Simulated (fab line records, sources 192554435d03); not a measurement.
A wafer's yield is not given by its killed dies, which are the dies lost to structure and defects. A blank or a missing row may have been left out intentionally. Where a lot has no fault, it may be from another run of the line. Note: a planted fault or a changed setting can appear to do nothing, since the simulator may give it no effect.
Chamber matching ; flow n5Finfet ; aldSin-01 running N5_SPACER0_ALD_08: 4 sister chambers
The step deposits SiNx, target thk 2 nm. 4 wafers are shown with their chamber, then 8 later ones without.

WAFERS PAIRED WITH THEIR CHAMBERS
wafer;chamber;heaterPowerW (W)
L090.6;0;802
L093.4;1;788
L093.5;3;865
L094.1;2;792

WAFERS MISSING THEIR CHAMBER
wafer;heaterPowerW (W)
L094.2;783
L094.3;888
L096.2;869
L096.4;795
L096.5;796
L097.1;784
L097.3;869
L097.5;898

WHICH CHAMBER EACH ONE RAN IN
wafer;from the rows above;in truth
L094.2;can't be placed: 1 or 2 or 0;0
L094.3;3;3
L096.2;3;3
L096.4;can't be placed: 2 or 0 or 1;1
L096.5;can't be placed: 2 or 0 or 1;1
L097.1;can't be placed: 1 or 2 or 0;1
L097.3;3;3
L097.5;3;3
Placed correctly: 4 of 8. Cannot be placed on the basis of these rows: 4; the candidates contain the true chamber in 4. Number placed wrongly: 0.
How it was worked out, from the rows above alone: a wafer's distance from a chamber is the root of the sum, over the readings, of the square of ((its reading less the chamber's mean) divided by the reading's scatter). The wafer belongs to the nearest chamber; if the next one is less than 2 further off, it can't be placed. The mean given for a chamber averages the wafers shown for that chamber. The scatter: root of mean squared gap, hidden wafer to nearest shown wafer, with one shown wafer a chamber.
